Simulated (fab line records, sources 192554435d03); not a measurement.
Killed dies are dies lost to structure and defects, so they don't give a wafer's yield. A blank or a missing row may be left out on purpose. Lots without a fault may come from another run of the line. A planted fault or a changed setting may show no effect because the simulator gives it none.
Problem report in the 8D (eight disciplines) form, filled by code | flow n5_finfet | the parts of the form that need people (team, actions taken, sign-off) are left out

1. THE PROBLEM
M3_ILD_THK at N5_BEOL_M3_THK_MEAS_01 reads a mean of 46.2 nm on 2 wafers of 2 lots; wafers without a fault read 79.4 nm with a standard deviation of 1. That is -33 standard deviations from the usual mean.
First seen on wafer L131.1, day 10 19:40, on film_metro-02. The record holds 40 wafers of 14 lots with a number at this step. Rule for "out", or "out of limits": more than 4 standard deviations from the usual mean. The other wafers with a number count as sound.

2. WHAT IT IS AND WHAT IT IS NOT
question                    | is                | is not
which readings at this step | M3_ILD_THK        | -
which lots                  | L131, L137        | L117, L118, L119, L120, L121, L122, L123, L125, L126, L128, L138, L139
which wafers of those lots  | L131.1, L137.1    | L131.3, L137.3
read on which gauges        | film_metro-02     | film_metro-01
when                        | from day 10 19:40 | up to then (31 sound wafers); but 7 sound wafers of L137, L138, L139 came after

3. SUSPECTS, AND WHAT RULES EACH OUT
Counting: a tool at a process step up to the reading stays a suspect if it ran every lot that is out. Sound lots after the first of them don't rule it out here, since some wafers of a struck lot are sound.
- the gauge at N5_BEOL_M3_THK_MEAS_01: kept. All the wafers that are out were read on film_metro-02, and no step on other tools shows them out.
- pvd_sputter-03 at N5_BEOL_M2_SPUTTER_86 (material Cu, target thk 4.5 nm, time 8.29 s): kept. It ran every lot that is out, first L131 (day 10 16:26); its last sound lot up to then is L125 (day 9 05:44).
- pvd_sputter-03 at N5_BEOL_M2_SPUTTER_96 (material Cu, target thk 4.5 nm, time 8.29 s): kept. It ran every lot that is out, first L131 (day 10 17:32); its last sound lot up to then is L125 (day 9 06:50).
- pecvd-03 at N5_BEOL_M3_ILD_DEP_00 (deposits SiOC from DEMS/O2, target thk 79 nm, time 15.3 s): kept. It ran every lot that is out, first L131 (day 10 19:35); its last sound lot up to then is L128 (day 10 18:58).
Left after counting: pvd_sputter-03 at N5_BEOL_M2_SPUTTER_86, pvd_sputter-03 at N5_BEOL_M2_SPUTTER_96, pecvd-03 at N5_BEOL_M3_ILD_DEP_00, film_metro-02 at N5_BEOL_M3_THK_MEAS_01.

4. THE CAUSE (what the simulator had put in)
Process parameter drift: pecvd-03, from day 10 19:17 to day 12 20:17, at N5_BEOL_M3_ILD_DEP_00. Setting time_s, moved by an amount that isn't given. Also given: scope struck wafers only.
Counting left 4 suspects, and this tool is among them.

5. THE CHAIN OF EFFECTS, in route order
Each row: a reading whose mean over the struck wafers that have a number lies more than 3 standard deviations from the usual. Only readings for which the record gives a usual standard deviation are gone through. hours: the time from each lot's start at the first step in this table that gives one to its start at this step, as a median over the lots. sigmas: the change in usual standard deviations.
hours | step                   | reading    | usual   | on struck wafers | change | sigmas
0     | N5_BEOL_M3_THK_MEAS_01 | M3_ILD_THK | 79.4 nm | 46.2             | -33.2  | -33

6. WHAT WOULD HAVE CAUGHT IT SOONER
In this record the first reading out of limits at a measuring or inspecting step was taken at day 10 19:40, 0 hours after the fault began at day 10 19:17.
Of the tool readings at N5_BEOL_M3_ILD_DEP_00 for which the record gives a usual standard deviation, none was out on any struck wafer, so an alarm limit of 4 standard deviations on them would not have fired.
Of the lots that are out (2), L137 began N5_BEOL_M3_ILD_DEP_00 on pecvd-03 after day 10 19:40. A hold on the tool at that time would have spared it.
